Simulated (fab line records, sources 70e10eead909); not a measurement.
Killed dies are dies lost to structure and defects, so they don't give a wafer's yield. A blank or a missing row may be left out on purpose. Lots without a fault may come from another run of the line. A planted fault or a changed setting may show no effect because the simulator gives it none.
Chamber matching | flow nand_harc | NHARC_A_BLC_CMP_25 on cmp-03: 4 sister chambers
The step polishes, t overpolish 30 s, target thk 150 nm. 8 wafers are shown with their chamber, then 8 later ones without.

WAFERS WITH THEIR CHAMBER
wafer  | chamber | motor_current_A (A) | time_to_endpoint_s (s)
L078.5 | 1       | 12.1                | 31.1
L082.2 | 1       | 13.3                | 30.3
L088.2 | 0       | 10.3                | 27.3
L088.5 | 3       | 13.6                | 25.5
L089.2 | 0       | 11.2                | 27.8
L089.4 | 2       | 11.4                | 28.9
L089.5 | 2       | 10.6                | 29.5
L091.1 | 3       | 15.3                | 31.0

WAFERS WITHOUT THEIR CHAMBER
wafer  | motor_current_A (A) | time_to_endpoint_s (s)
L091.3 | 13.8                | 28.4
L091.5 | 11.3                | 27.1
L092.1 | 13.5                | 28.5
L092.3 | 11.2                | 25.9
L092.5 | 10.9                | 27.3
L095.4 | 11.0                | 25.1
L095.5 | 11.1                | 27.7
L095.6 | 14.4                | 24.5

WHICH CHAMBER EACH WENT THROUGH
wafer  | from the rows above          | in truth
L091.3 | can't be placed: 3 or 1      | 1
L091.5 | can't be placed: 0 or 2 or 1 | 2
L092.1 | can't be placed: 3 or 1 or 2 | 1
L092.3 | can't be placed: 0 or 2      | 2
L092.5 | can't be placed: 0 or 2      | 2
L095.4 | can't be placed: 0 or 2      | 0
L095.5 | can't be placed: 0 or 2 or 1 | 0
L095.6 | can't be placed: 3 or 1      | 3
Placed correctly: 0 of 8. Can't be placed from these rows: 8 (the true chamber is among the candidates in 8). Placed wrongly: 0.
How it was worked out, from the rows above alone: a wafer's distance from a chamber is the root of the sum, over the readings, of the square of ((its reading less the chamber's mean) divided by the reading's scatter). The wafer belongs to the nearest chamber; if the next one is less than 2 further off, it can't be placed. A chamber's mean is the mean of its shown wafers. The scatter: the root of (the sum of the squares of (reading less its chamber's mean) over the shown wafers, divided by (wafers less chambers)).
